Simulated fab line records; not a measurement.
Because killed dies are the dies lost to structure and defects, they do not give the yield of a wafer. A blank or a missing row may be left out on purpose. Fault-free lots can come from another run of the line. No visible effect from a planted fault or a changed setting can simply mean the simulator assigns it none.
fab line records | flow nandHarc
record: lots: 12 wafers: 36 lastDay: 33
route steps=1302 shown A_STAIRCASE@889 A_SGD_CUT@907 END@1302
lots that met no fault: taken from a fault-free run of the same line
startH: hours from the record's first day to the start of the lot's first wafer shown | waitH: hours from the lot's prior step to this one | " as in the row above | L1.1+2: one row covering several wafers at once | - no value, or no start given | * or withheld: withheld | < > ~ a bound
route shown NAME@n: names a module that has steps shown in the file, with the first one's number in the route | usual: mean/standard deviation taken from wafers without a fault | same: alike in all rows | chamber/n: place in a boat | sites: readings site by site | _std_site: how widely they spread, as a standard deviation | _edge_site: the outer-site mean with the inner-site mean subtracted | radiusMm: how far each site lies from the wafer's centre | mask NAME#n: copy n | behind: the tool/chamber that last shaped the wafer | hold: reason for holding the lot/hours on hold/outcome of the hold | device: the n, p or np transistor that did not switch | end of line: the route-end tests of the same wafers | a step given without rows: its recipe and nothing more | killed: not the wafer's yield, but the dies lost to structure and defects at the first sort | map: shows each die of a wafer: x if killed, . if not, _ if none is there
set.NAME: the setting the step ran with; set.NAME@STEP: the setting that earlier step ran with | model.NAME: the simulator's own value behind a step, which no gauge read
steps of the route over a sample of lots; a table a step, a row a wafer
services: when a tool's chamber went out of use (startH, in hours from the record's first day, below 0 if earlier), for how many hours, and the reason
== steps ==
step: NHARC_A_STAIRCASE_INSPECT_155
usual: rawDefectCount: 451/180
columns lot.wafer tool chamber startH waitH rawDefectCount
L669.1 defectInspect-02 - 445.47 0.1 975
L669.3 " - " " 1189
L669.5 " - " " 778
L667.2 defectInspect-01 - 445.86 0.1 285
L667.3 " - " " 265
L667.4 " - " " 549
L670.1 defectInspect-02 - 479.26 0.1 297
L670.3 " - " " 405
L670.4 " - " " 385
L671.1 defectInspect-01 - 486.41 0.1 682
L671.3 " - " " 571
L671.6 " - " " 723
L675.1 defectInspect-01 - 526.13 0.1 517
L675.2 " - " " 284
L675.5 " - " " 359
L679.1 defectInspect-01 - 548.26 0.1 337
L679.2 " - " " 531
L679.4 " - " " 410
L681.3 defectInspect-02 - 570.92 0.1 308
L681.5 " - " " 359
L681.6 " - " " 357
L680.1 defectInspect-02 - 575.73 0.1 427
L680.3 " - " " 421
L680.6 " - " " 427
L690.2 defectInspect-02 - 655.78 0.1 359
L690.3 " - " " 444
L690.4 " - " " 462
L687.1 defectInspect-02 - 658.81 0.1 336
L687.3 " - " " 373
L687.4 " - " " 331
L688.1 defectInspect-02 - 659.02 0.1 597
L688.3 " - " " 457
L688.5 " - " " 446
L689.1 defectInspect-02 - 659.33 0.1 389
L689.2 " - " " 272
L689.5 " - " " 279
step: NHARC_A_SGD_CUT_ETCH_15
recipe: targetDepthA: 750 timeS: 64.3 ch3fFlowSccm: 50 o2FlowSccm: 30 arFlowSccm: 200 rfW: 500 biasW: 100 chemistry: CH3F/O2
usual: drypumpMotorCurrentA: 5.8/0.35 oesProductAu: 0.959/0.021 rfVppV: 263.9/1.6 showerheadPlenumPTorr: 2.45/0.083 throttleValvePct: 20.663/0.0086
columns lot.wafer tool chamber startH waitH drypumpMotorCurrentA oesProductAu rfHoursCounterH rfVppV showerheadPlenumPTorr throttleValvePct
L669.3 rieDiel-02 3 - - 5.8 0.960 2.7 264.3 2.47 20.671
L669.1 " 0 " " 5.6 0.956 2.7 260.8 2.43 20.657
L669.5 " 2 " " 5.4 0.976 - 262.8 2.43 20.672
L667.4 rieDiel-01 3 - - 6.1 0.966 5.4 265.4 2.50 20.649
L667.2 " 0 " " 5.9 0.983 4.5 261.2 2.34 20.666
L667.3 " 2 " " 6.4 0.976 6.1 265.6 2.55 20.661
L670.3 rieDiel-12 0 - - 5.7 0.924 1.2 262.8 2.39 20.652
L670.1 " 2 " " 5.7 0.931 1.5 264.0 2.42 20.653
L670.4 " 2 " " 5.7 0.944 - 263.0 2.42 20.653
L671.3 rieDiel-02 1 - - 6.1 0.934 3.3 265.2 2.53 20.660
L671.1 " 3 " " 5.9 0.962 4.4 263.0 2.47 20.664
L671.6 " 0 " " 5.6 0.977 - 263.6 2.43 20.665
L675.1 rieDiel-02 1 - - 6.1 0.927 4.9 264.4 2.53 20.671
L675.2 " 3 " " 5.8 0.949 6.2 263.0 2.47 20.657
L675.5 " 0 " " 5.6 0.946 - 262.6 2.43 20.671
L679.1 rieDiel-01 3 - - 6.1 0.959 11.2 263.6 2.50 20.660
L679.4 " 1 " " 5.7 0.981 11.8 263.8 2.62 20.666
L679.2 " 2 " " 6.3 0.985 12.0 266.0 2.55 20.672
L681.3 rieDiel-01 2 - - 6.3 0.977 1.8 266.1 2.55 20.670
L681.6 " 0 " " 5.8 0.952 - 261.7 2.34 20.667
L681.5 " 1 " " 5.7 0.985 - 267.1 2.62 20.650
L680.3 rieDiel-01 1 - - 5.7 0.981 1.7 266.0 2.62 20.671
L680.1 " 3 " " 6.1 0.964 2.0 264.4 2.49 20.660
L680.6 " 1 " " 5.7 0.987 - 266.2 2.62 20.671
L690.3 rieDiel-01 3 - - 6.1 0.983 8.7 263.8 2.49 20.670
L690.2 " 0 " " 5.8 0.952 8.1 262.0 2.34 20.657
L690.4 " 2 " " 6.3 0.985 9.5 266.2 2.55 20.651
L687.3 rieDiel-02 3 - - 5.9 0.955 5.5 264.5 2.46 20.649
L687.4 " 0 " " 5.6 0.922 3.7 263.6 2.43 20.656
L687.1 " 1 " " 6.1 0.941 5.0 263.8 2.53 20.678
L689.1 rieDiel-12 1 - - 5.2 0.987 2.9 261.4 2.32 20.667
L689.2 " 2 " " 5.7 0.970 3.2 262.9 2.41 20.656
L689.5 " 2 " " 5.7 0.963 - 263.0 2.41 20.668
L688.1 rieDiel-02 1 - - 6.1 0.928 5.1 264.6 2.53 20.672
L688.3 " 3 " " 5.9 0.930 5.6 265.0 2.46 20.642
L688.5 " 0 " " 5.6 0.954 - 264.1 2.43 20.667
step: NHARC_A_SGD_CUT_ETCH_16
recipe: targetDepthA: 3105 timeS: 155.2 c4f8FlowSccm: withheld o2FlowSccm: 8 arFlowSccm: withheld rfW: 600 biasW: 800 chemistry: C4F8/O2/Ar
usual: oesProductAu: 0.968/0.016 rfVppV: 723/3.5
columns lot.wafer tool chamber startH waitH oesProductAu rfHoursCounterH rfVppV
L669.1 rieDiel-02 2 - - 0.979 2.4 720
L669.3 " 3 " " 0.955 2.7 724
L669.5 " 0 " " 0.962 - 722
L667.2 rieDiel-01 3 - - 0.980 5.4 727
L667.4 " 1 " " 0.997 5.3 730
L667.3 " 2 " " 0.977 6.1 727
L670.3 rieDiel-12 3 - - 0.938 1.5 722
L670.1 " 0 " " 0.950 1.3 719
L670.4 " 3 " " 0.944 - 722
L671.1 rieDiel-02 2 - - 0.957 4.0 722
L671.3 " 0 " " 0.975 4.5 722
L671.6 " 1 " " 0.960 - 727
L675.1 rieDiel-02 0 - - 0.959 6.1 723
L675.2 " 2 " " 0.932 4.6 722
L675.5 " 1 " " 0.948 - 727
L679.1 rieDiel-01 3 - - 0.974 11.3 725
L679.4 " 1 " " 0.977 11.8 731
L679.2 " 2 " " 0.976 12.0 727
L681.3 rieDiel-01 0 - - 0.961 1.1 717
L681.5 " 2 " " 0.982 - 726
L681.6 " 3 " " 0.962 - 726
L680.1 rieDiel-01 1 - - 0.994 1.8 728
L680.3 " 2 " " 0.982 2.2 726
L680.6 " 1 " " 0.979 - 730
L690.3 rieDiel-01 0 - - 0.957 8.1 719
L690.4 " 1 " " 0.975 8.7 729
L690.2 " 2 " " 0.993 9.5 727
L687.4 rieDiel-02 3 - - 0.972 5.5 724
L687.1 " 0 " " 0.955 3.7 722
L687.3 " 1 " " 0.952 5.0 725
L689.2 rieDiel-12 3 - - 0.978 2.8 723
L689.1 " 0 " " 0.954 2.5 721
L689.5 " 2 " " 0.974 - 722
L688.1 rieDiel-02 0 - - 0.984 3.8 721
L688.3 " 3 " " 0.966 5.6 723
L688.5 " 1 " " 0.945 - 726
step: NHARC_A_SGD_CUT_DEP_20
recipe: targetThkA: 1500 tempC: 65 material: SiO2
columns lot.wafer tool chamber startH waitH
L669.1+3+5 fcvd-02 0,1,0 447.57 -
L667.2+3+4 fcvd-01 1,1,0 447.97 -
L670.1+3+4 fcvd-01 0,0,1 481.52 -
L671.1+3+6 fcvd-02 1,0,0 488.37 -
L675.1+2+5 fcvd-01 1,0,1 528.26 -
L679.2+1+4 fcvd-02 0,1,0 550.38 -
L681.3+5+6 fcvd-02 1,1,0 573.06 -
L680.1+3+6 fcvd-02 1,1,0 577.84 -
L690.2+4+3 fcvd-01 0,1,0 657.91 -
L687.1+3+4 fcvd-02 1,0,1 661.28 -
L689.2+1+5 fcvd-01 0,1,1 661.33 -
L688.1+3+5 fcvd-02 1,0,1 661.44 -
step: NHARC_A_SGD_CUT_CMP_21
recipe: targetThkNm: 148.19
usual: motorCurrentA: 11.7/1.2 timeToEndpointS: 49/3.1
columns lot.wafer tool chamber startH waitH motorCurrentA timeToEndpointS
L669.1 cmp-04 1 453.70 0.4 15.0 43
L669.3 " 2 " " 11.5 49
L669.5 " 1 " " 14.5 44
L667.4 cmp-02 1 453.70 0.4 11.6 51
L667.2 " 3 " " 9.9 47
L667.3 " 0 " " 9.6 49
L670.4 cmp-04 2 486.13 0.4 12.0 49
L670.3 " 3 " " 11.8 48
L670.1 " 0 " " 10.3 46
L671.1 cmp-02 2 493.04 0.4 12.7 43
L671.3 " 3 " " 10.7 45
L671.6 " 2 " " 12.7 41
L675.1 cmp-02 3 534.58 0.4 10.9 49
L675.2 " 1 " " 11.9 51
L675.5 " 3 " " 10.3 50
L679.1 cmp-01 1 555.20 0.4 11.4 47
L679.4 " 3 " " 11.6 46
L679.2 " 0 " " 12.9 52
L681.3 cmp-04 2 577.47 0.4 11.0 54
L681.5 " 2 " " 12.2 53
L681.6 " 3 " " 11.0 16
L680.1 cmp-04 3 582.62 0.4 11.8 51
L680.3 " 1 " " 14.3 50
L680.6 " 3 " " 11.9 15
L690.3 cmp-01 0 662.52 0.4 13.2 54
L690.4 " 1 " " 11.1 51
L690.2 " 3 " " 12.5 48
L689.2 cmp-02 1 668.27 0.4 11.8 49
L689.1 " 3 " " 10.1 46
L689.5 " 1 " " 11.7 49
L687.3 cmp-01 3 668.27 0.4 11.9 45
L687.1 " 1 " " 11.3 53
L687.4 " 2 " " 12.4 53
L688.1 cmp-04 0 668.27 0.4 11.4 48
L688.3 " 2 " " 11.3 49
L688.5 " 0 " " 10.7 45
step: NHARC_A_SGD_CUT_THK_MEAS_22
recipe: thkMeasGauge: ellipsometry
usual: thkNm: 147.8/1.5
columns lot.wafer tool chamber startH waitH thkNm
L669.1 filmMetro-01 - 453.95 0.2 147.7
L669.3 " - " " 148.7
L669.5 " - " " 145.7
L667.2 filmMetro-02 - 453.96 0.2 145.3
L667.3 " - " " 146.7
L667.4 " - " " 148.5
L670.1 filmMetro-02 - 486.38 0.2 149.9
L670.3 " - " " 147.4
L670.4 " - " " 149.2
L671.1 filmMetro-01 - 493.30 0.2 146.8
L671.3 " - " " 148.3
L671.6 " - " " 147.7
L675.1 filmMetro-01 - 534.80 0.2 147.5
L675.2 " - " " 148.1
L675.5 " - " " 145.6
L679.1 filmMetro-01 - 555.45 0.2 146.7
L679.2 " - " " 147.5
L679.4 " - " " 147.2
L681.3 filmMetro-02 - 577.73 0.2 149.3
L681.5 " - " " 148.7
L681.6 " - " " 44.9
L680.1 filmMetro-02 - 582.85 0.2 146.7
L680.3 " - " " 146.1
L680.6 " - " " 45.6
L690.2 filmMetro-02 - 662.77 0.2 148.0
L690.3 " - " " 151.1
L690.4 " - " " 149.2
L688.1 filmMetro-02 - 668.53 0.2 146.0
L688.3 " - " " 148.1
L688.5 " - " " 146.6
L687.1 filmMetro-01 - 668.53 0.2 150.3
L687.3 " - " " 145.2
L687.4 " - " " 148.3
L689.1 filmMetro-02 - 668.53 0.2 148.8
L689.2 " - " " 148.9
L689.5 " - " " 147.4
step: NHARC_END_SORT_01
recipe: tempC: 25
usual: killedAtArray: 52/19 killedAtOther: 0.9/1.3 killedAtPeriphery: 4/3.1 killedDies: 57/18 killedOpen: 3.2/1.7 killedShort: 2.3/1.4
same: grossDies: 677
columns lot.wafer tool chamber startH waitH killedAtArray killedAtOther killedAtPeriphery killedDies killedOpen killedShort
L669.1 prober-01 0 568.80 2.5 48 1 2 51 1 1
L669.3 prober-01 0 570.37 3.1 57 0 2 59 2 0
L669.5 prober-01 0 571.95 3.6 51 1 2 54 2 2
L667.2 prober-02 0 569.63 2.8 35 0 9 44 4 0
L667.3 prober-02 0 570.43 3.1 46 0 4 50 5 1
L667.4 prober-02 0 571.23 3.4 37 0 8 45 1 2
L670.1 prober-01 0 603.71 2.5 52 0 9 61 4 0
L670.3 prober-01 0 605.32 3.1 50 2 5 57 1 2
L670.4 prober-01 0 606.12 3.4 53 2 5 60 2 6
L671.1 prober-02 0 611.45 2.5 70 0 2 72 5 2
L671.3 prober-02 0 613.07 3.1 68 0 2 70 4 2
L671.6 prober-02 0 615.49 4.0 90 0 7 97 1 2
L675.1 prober-01 0 662.05 2.5 30 2 2 34 3 3
L675.2 prober-01 0 662.83 2.8 49 1 7 57 4 1
L675.5 prober-01 0 665.20 3.6 24 1 3 28 5 2
L679.1 prober-02 0 672.42 2.5 17 0 4 21 3 3
L679.2 prober-02 0 673.21 2.8 20 0 1 21 1 4
L679.4 prober-02 0 674.81 3.4 21 0 3 24 3 2
L681.3 prober-02 0 696.75 3.1 59 1 4 64 4 3
L681.5 prober-02 0 698.36 3.7 70 0 4 74 5 4
L681.6 prober-02 0 699.16 4.0 52 0 3 55 7 1
L680.1 prober-01 0 703.80 2.5 88 1 6 95 1 3
L680.3 prober-01 0 705.40 3.1 78 0 5 83 4 1
L680.6 prober-01 0 707.79 4.0 106 0 1 107 5 1
L690.2 prober-02 0 781.72 2.8 45 2 3 50 1 1
L690.3 prober-02 0 782.52 3.1 57 4 1 62 2 2
L690.4 prober-02 0 783.33 3.4 36 2 3 41 4 4
L688.1 prober-01 0 784.41 2.5 73 0 1 74 3 3
L688.3 prober-01 0 785.98 3.1 59 1 2 62 4 1
L688.5 prober-01 0 787.56 3.6 58 0 3 61 4 1
L687.1 prober-02 0 788.76 2.5 18 1 8 27 5 3
L687.3 prober-02 0 790.33 3.1 24 1 14 39 3 1
L687.4 prober-02 0 791.12 3.4 25 0 13 38 4 1
L689.1 prober-01 0 793.78 2.5 34 2 0 36 5 2
L689.2 prober-01 0 794.57 2.8 55 2 2 59 2 4
L689.5 prober-01 0 796.95 3.7 53 1 2 56 3 2
killed by level:class
L669.1 A_CHANNEL_HOLE_D2:chamberFilmFlake=34 A_STAIRCASE:chamberFilmFlake=5 A_CONTACT:chamberFilmFlake=4 A_CHANNEL_HOLE_D1:chamberFilmFlake=2 P_M0:geometricParticle:open=1 A_CHANNEL_HOLE_D1:geometricParticle:short=1 P_ZERO_WELL:chamberFilmFlake=1 A_CHANNEL_FILL_D2:chamberFilmFlake=1
L667.2 A_SLIT:chamberFilmFlake=20 A_CHANNEL_HOLE_D2:chamberFilmFlake=6 P_STI:chamberFilmFlake=5 A_CONTACT:chamberFilmFlake=3 P_ZERO_WELL:chamberFilmFlake=2 P_CONTACT:geometricParticle:open=1 A_ONON_D2:geometricParticle:open=1 A_WL_FILL:geometricParticle:open=1
L669.3 A_CHANNEL_HOLE_D2:chamberFilmFlake=44 A_STAIRCASE:chamberFilmFlake=3 A_CONTACT:chamberFilmFlake=3 A_ZERO_WELL:chamberFilmFlake=2 A_DECK1_JOINT:geometricParticle:open=1 A_SGD_CUT:geometricParticle:open=1 P_ZERO_WELL:chamberFilmFlake=1 P_STI:chamberFilmFlake=1
L667.3 A_CHANNEL_HOLE_D2:chamberFilmFlake=19 A_SLIT:chamberFilmFlake=12 A_STAIRCASE:chamberFilmFlake=5 P_STI:chamberFilmFlake=2 A_ZERO_WELL:chamberFilmFlake=2 A_CHANNEL_HOLE_D1:chamberFilmFlake=2 P_M1:geometricParticle:open=1 A_DECK1_JOINT:geometricParticle:short=1
L667.4 A_SLIT:chamberFilmFlake=25 P_STI:chamberFilmFlake=6 A_STAIRCASE:chamberFilmFlake=4 A_CHANNEL_HOLE_D2:chamberFilmFlake=3 P_CONTACT:chamberFilmFlake=2 A_CHANNEL_FILL_D2:geometricParticle:short=1 A_CHANNEL_FILL_D2:geometricParticle:open=1 A_WL_FILL:geometricParticle:short=1
L669.5 A_CHANNEL_HOLE_D2:chamberFilmFlake=33 A_CONTACT:chamberFilmFlake=7 A_WL_FILL:chamberFilmFlake=4 A_CHANNEL_HOLE_D1:chamberFilmFlake=3 P_CONTACT:geometricParticle:open=1 A_DECK1_JOINT:geometricParticle:short=1 A_SGD_CUT:geometricParticle:open=1 A_WL_FILL:geometricParticle:short=1
L670.1 A_CHANNEL_HOLE_D1:chamberFilmFlake=33 P_GATE:chamberFilmFlake=6 A_CHANNEL_HOLE_D2:chamberFilmFlake=6 A_CONTACT:chamberFilmFlake=5 P_CONTACT:geometricParticle:open=2 A_BLC:geometricParticle:open=2 A_STAIRCASE:chamberFilmFlake=2 P_ZERO_WELL:chamberFilmFlake=1
L670.3 A_CHANNEL_HOLE_D1:chamberFilmFlake=33 A_CHANNEL_HOLE_D2:chamberFilmFlake=8 P_GATE:chamberFilmFlake=5 A_STAIRCASE:chamberFilmFlake=3 A_ZERO_WELL:chamberFilmFlake=2 A_ONON_D1:geometricParticle:open=1 A_DECK1_JOINT:geometricParticle:short=1 STARTING-WAFER:geometricParticle:short=1
L670.4 A_CHANNEL_HOLE_D1:chamberFilmFlake=33 A_CHANNEL_HOLE_D2:chamberFilmFlake=9 P_GATE:chamberFilmFlake=3 A_CONTACT:chamberFilmFlake=3 P_CONTACT:geometricParticle:short=1 A_CHANNEL_FILL_D1:geometricParticle:short=1 A_DECK1_JOINT:geometricParticle:short=1 A_ONON_D2:geometricParticle:short=1
L671.1 A_CHANNEL_HOLE_D2:chamberFilmFlake=25 A_CHANNEL_HOLE_D1:chamberFilmFlake=22 A_SLIT:chamberFilmFlake=12 A_CONTACT:chamberFilmFlake=4 P_M1:geometricParticle:open=1 A_ONON_D1:geometricParticle:short=1 A_ONON_D1:geometricParticle:open=1 A_ONON_D2:geometricParticle:short=1
L671.3 A_CHANNEL_HOLE_D2:chamberFilmFlake=22 A_CHANNEL_HOLE_D1:chamberFilmFlake=21 A_SLIT:chamberFilmFlake=14 A_CONTACT:chamberFilmFlake=5 P_GATE:geometricParticle:short=1 P_GATE:geometricParticle:open=1 A_SOURCE_PLATE:geometricParticle:open=1 A_CHANNEL_FILL_D1:geometricParticle:short=1
L671.6 A_CHANNEL_HOLE_D1:chamberFilmFlake=35 A_CHANNEL_HOLE_D2:chamberFilmFlake=25 A_SLIT:chamberFilmFlake=13 A_CONTACT:chamberFilmFlake=9 P_ZERO_WELL:chamberFilmFlake=4 A_STAIRCASE:chamberFilmFlake=3 P_GATE:chamberFilmFlake=2 A_CHANNEL_FILL_D2:chamberFilmFlake=2
L675.1 A_SLIT:chamberFilmFlake=13 A_CONTACT:chamberFilmFlake=5 A_CHANNEL_HOLE_D2:chamberFilmFlake=4 A_DECK1_JOINT:geometricParticle:short=2 A_STAIRCASE:chamberFilmFlake=2 THIN_TSV:chamberFilmFlake=2 P_GATE:geometricParticle:open=1 P_M0:geometricParticle:open=1
L675.2 A_SLIT:chamberFilmFlake=31 A_CHANNEL_HOLE_D2:chamberFilmFlake=6 A_CHANNEL_HOLE_D1:chamberFilmFlake=4 P_GATE:chamberFilmFlake=3 P_M0:geometricParticle:open=1 A_ONON_D1:geometricParticle:open=1 A_ONON_D2:geometricParticle:open=1 A_WL_FILL:geometricParticle:short=1
L675.5 A_SLIT:chamberFilmFlake=13 A_CONTACT:chamberFilmFlake=3 A_ONON_D1:geometricParticle:open=2 P_M0:geometricParticle:open=1 A_CHANNEL_FILL_D2:geometricParticle:open=1 A_WL_FILL:geometricParticle:short=1 A_CONTACT:geometricParticle:open=1 A_M0:geometricParticle:short=1
L679.1 P_STI:chamberFilmFlake=3 A_WL_FILL:chamberFilmFlake=3 A_ONON_D1:geometricParticle:short=2 A_STAIRCASE:chamberFilmFlake=2 A_SLIT:chamberFilmFlake=2 A_CONTACT:chamberFilmFlake=2 A_CHANNEL_FILL_D1:geometricParticle:open=1 A_ONON_D2:geometricParticle:open=1
L679.2 A_CHANNEL_HOLE_D1:chamberFilmFlake=6 A_CONTACT:chamberFilmFlake=6 A_SLIT:chamberFilmFlake=3 P_CONTACT:geometricParticle:short=1 A_ONON_D1:geometricParticle:short=1 A_CHANNEL_FILL_D1:geometricParticle:short=1 A_BLC:geometricParticle:short=1 A_BLC:geometricParticle:open=1
L679.4 A_CHANNEL_HOLE_D1:chamberFilmFlake=6 A_CONTACT:chamberFilmFlake=6 A_STAIRCASE:chamberFilmFlake=3 P_GATE:chamberFilmFlake=2 P_STI:geometricParticle:short=1 A_ONON_D1:geometricParticle:short=1 A_CHANNEL_FILL_D2:geometricParticle:open=1 A_CONTACT:geometricParticle:open=1
L681.3 A_CHANNEL_HOLE_D2:chamberFilmFlake=25 A_SLIT:chamberFilmFlake=17 A_CONTACT:chamberFilmFlake=5 P_M1:chamberFilmFlake=2 A_STAIRCASE:chamberFilmFlake=2 P_CONTACT:geometricParticle:open=1 P_M0:geometricParticle:short=1 A_ONON_D1:geometricParticle:open=1
L681.5 A_SLIT:chamberFilmFlake=29 A_CHANNEL_HOLE_D2:chamberFilmFlake=10 A_CONTACT:chamberFilmFlake=8 A_CHANNEL_HOLE_D1:chamberFilmFlake=7 A_STAIRCASE:chamberFilmFlake=3 A_WL_FILL:chamberFilmFlake=3 A_ONON_D2:geometricParticle:open=2 P_CONTACT:geometricParticle:short=1
L681.6 A_SLIT:chamberFilmFlake=18 A_CONTACT:chamberFilmFlake=11 A_CHANNEL_HOLE_D2:chamberFilmFlake=5 A_ONON_D1:geometricParticle:open=3 A_STAIRCASE:chamberFilmFlake=3 A_DECK1_JOINT:geometricParticle:open=2 P_GATE:chamberFilmFlake=2 A_CHANNEL_HOLE_D1:chamberFilmFlake=2
L680.1 A_SLIT:chamberFilmFlake=37 A_CHANNEL_HOLE_D1:chamberFilmFlake=24 A_STAIRCASE:chamberFilmFlake=9 A_CHANNEL_HOLE_D2:chamberFilmFlake=9 P_GATE:chamberFilmFlake=5 A_CONTACT:chamberFilmFlake=3 A_SGD_CUT:chamberFilmFlake=2 A_CHANNEL_FILL_D1:geometricParticle:short=1
L680.3 A_CHANNEL_HOLE_D1:chamberFilmFlake=35 A_SLIT:chamberFilmFlake=18 A_STAIRCASE:chamberFilmFlake=12 P_GATE:chamberFilmFlake=4 A_CHANNEL_HOLE_D2:chamberFilmFlake=2 A_SGD_CUT:chamberFilmFlake=2 A_CONTACT:chamberFilmFlake=2 A_ONON_D1:geometricParticle:open=1
L680.6 A_CHANNEL_HOLE_D1:chamberFilmFlake=37 A_SLIT:chamberFilmFlake=34 A_STAIRCASE:chamberFilmFlake=13 A_CHANNEL_HOLE_D2:chamberFilmFlake=9 A_SGD_CUT:chamberFilmFlake=3 A_M1:chamberFilmFlake=2 A_CHANNEL_HOLE_D1:geometricParticle:short=1 A_DECK1_JOINT:geometricParticle:open=1
L690.2 A_CHANNEL_HOLE_D1:chamberFilmFlake=18 A_CHANNEL_HOLE_D2:chamberFilmFlake=12 A_CONTACT:chamberFilmFlake=6 A_SLIT:chamberFilmFlake=5 P_GATE:chamberFilmFlake=3 A_STAIRCASE:chamberFilmFlake=2 THIN_TSV:chamberFilmFlake=2 A_WL_FILL:geometricParticle:short=1
L690.3 A_CHANNEL_HOLE_D2:chamberFilmFlake=20 A_SLIT:chamberFilmFlake=15 A_CHANNEL_HOLE_D1:chamberFilmFlake=13 THIN_TSV:chamberFilmFlake=4 A_CONTACT:chamberFilmFlake=3 A_WL_FILL:chamberFilmFlake=3 P_M1:geometricParticle:open=1 A_ONON_D1:geometricParticle:short=1
L690.4 A_CHANNEL_HOLE_D2:chamberFilmFlake=12 A_SLIT:chamberFilmFlake=8 A_CHANNEL_HOLE_D1:chamberFilmFlake=5 A_CONTACT:chamberFilmFlake=4 P_M0:geometricParticle:open=1 P_M2:geometricParticle:short=1 A_ONON_D1:geometricParticle:short=1 A_CHANNEL_HOLE_D1:geometricParticle:open=1
L688.1 A_SLIT:chamberFilmFlake=31 A_CHANNEL_HOLE_D1:chamberFilmFlake=16 A_CHANNEL_HOLE_D2:chamberFilmFlake=14 A_CONTACT:chamberFilmFlake=4 A_CHANNEL_FILL_D2:chamberFilmFlake=3 P_CONTACT:geometricParticle:open=1 A_SOURCE_PLATE:geometricParticle:short=1 A_ONON_D1:geometricParticle:short=1
L688.3 A_CHANNEL_HOLE_D2:chamberFilmFlake=26 A_SLIT:chamberFilmFlake=14 A_CHANNEL_HOLE_D1:chamberFilmFlake=7 A_CONTACT:chamberFilmFlake=6 P_GATE:chamberFilmFlake=2 A_SOURCE_PLATE:geometricParticle:short=1 A_DECK1_JOINT:geometricParticle:open=1 A_CONTACT:geometricParticle:open=1
L688.5 A_CHANNEL_HOLE_D1:chamberFilmFlake=21 A_SLIT:chamberFilmFlake=11 A_CONTACT:chamberFilmFlake=10 A_CHANNEL_HOLE_D2:chamberFilmFlake=8 A_CHANNEL_FILL_D2:chamberFilmFlake=3 A_SOURCE_PLATE:geometricParticle:open=1 A_ONON_D1:geometricParticle:open=1 A_ONON_D2:geometricParticle:short=1
L687.1 A_SLIT:chamberFilmFlake=11 P_GATE:chamberFilmFlake=3 A_DECK1_JOINT:geometricParticle:open=2 P_CONTACT:chamberFilmFlake=2 P_GATE:geometricParticle:open=1 P_M0:geometricParticle:short=1 P_BONDPAD:geometricParticle:short=1 A_CHANNEL_FILL_D2:geometricParticle:open=1
L687.3 A_SLIT:chamberFilmFlake=8 P_GATE:chamberFilmFlake=6 P_CONTACT:chamberFilmFlake=5 A_STAIRCASE:chamberFilmFlake=5 A_DECK1_JOINT:chamberFilmFlake=3 A_CHANNEL_HOLE_D1:chamberFilmFlake=2 A_CHANNEL_FILL_D1:chamberFilmFlake=2 A_CONTACT:chamberFilmFlake=2
L687.4 A_SLIT:chamberFilmFlake=11 P_GATE:chamberFilmFlake=7 P_CONTACT:chamberFilmFlake=4 A_ZERO_WELL:chamberFilmFlake=3 A_STAIRCASE:chamberFilmFlake=3 P_GATE:geometricParticle:open=2 A_CHANNEL_HOLE_D1:chamberFilmFlake=2 A_CONTACT:chamberFilmFlake=2
L689.1 A_SLIT:chamberFilmFlake=12 A_CONTACT:chamberFilmFlake=12 A_CHANNEL_FILL_D1:geometricParticle:open=1 A_DECK1_JOINT:geometricParticle:short=1 A_ONON_D2:geometricParticle:short=1 A_CHANNEL_HOLE_D2:geometricParticle:open=1 A_CHANNEL_FILL_D2:geometricParticle:open=1 A_WL_FILL:geometricParticle:open=1
L689.2 A_SLIT:chamberFilmFlake=35 A_CONTACT:chamberFilmFlake=7 A_CHANNEL_FILL_D1:chamberFilmFlake=2 A_DECK1_JOINT:chamberFilmFlake=2 THIN_TSV:chamberFilmFlake=2 P_GATE:geometricParticle:open=1 A_SOURCE_PLATE:geometricParticle:short=1 A_ONON_D1:geometricParticle:short=1
L689.5 A_SLIT:chamberFilmFlake=34 A_CONTACT:chamberFilmFlake=8 A_CHANNEL_FILL_D2:chamberFilmFlake=3 A_STAIRCASE:chamberFilmFlake=2 P_GATE:geometricParticle:open=1 A_CHANNEL_HOLE_D1:geometricParticle:open=1 A_DECK1_JOINT:geometricParticle:short=1 A_CHANNEL_FILL_D2:geometricParticle:short=1
== services ==
columns tool chamber startH hours kind
fcvd-02 - 450.00 13.0 pm
rieDiel-02 1 456.65 3.4 repair
rieDiel-01 0 466.04 3.2 repair
rieDiel-01 - 485.82 38.0 repair
fcvd-02 - 489.39 0.5 repair
fcvd-01 1 497.09 7.1 repair
rieDiel-02 2 499.08 28.2 repair
cmp-04 - 503.00 4.0 pm
rieDiel-02 2 532.28 4.9 repair
fcvd-02 0 532.93 13.1 repair
fcvd-01 - 547.00 13.0 pm
cmp-04 - 547.06 0.7 repair
rieDiel-02 2 547.27 10.6 repair
fcvd-02 - 547.99 0.4 repair
rieDiel-01 - 557.80 9.0 pm
rieDiel-02 - 570.70 9.0 pm
fcvd-02 - 582.95 0.5 repair
rieDiel-02 2 600.77 20.3 repair
cmp-04 - 601.00 4.0 pm
rieDiel-01 - 603.45 0.3 repair
rieDiel-01 3 610.41 1.3 repair
rieDiel-02 2 626.24 1.2 repair
fcvd-02 - 631.00 13.0 pm
rieDiel-02 0 651.38 9.1 repair
== key ==
firstSign: step: NHARC_A_SGD_CUT_CMP_21 reading: timeToEndpointS direction: down sigmas: 11 usual: * struck: *
effect: step: NHARC_A_SGD_CUT_THK_MEAS_22 reading: thkNm direction: down sigmas: 66 usual: 147.8 struck: 45.2
metAt NHARC_A_SGD_CUT_DEP_20
struckLots L680,L681
struckWafers L680.6,L681.6
testerLeftOut L680,L681
notActingAt NHARC_A_STAIRCASE_INSPECT_155,NHARC_A_SGD_CUT_ETCH_15,NHARC_A_SGD_CUT_ETCH_16
onsetBetween 550.38 573.06
fault: kind: processParameterDrift tool: fcvd-02 chamber: 0 onsetH: 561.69 steps: NHARC_A_SGD_CUT_DEP_20 channel: targetThkA offset: * shape: step endH: 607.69 actsIn: * stated: *
testerLeftOut: of these lots the tester's yield and bins aren't shown, on N5 and GAA mostly nor the transistor test; their killed dies are dies lost to structure and defects alone, not to doping, threshold or leakage, so they don't give the yield
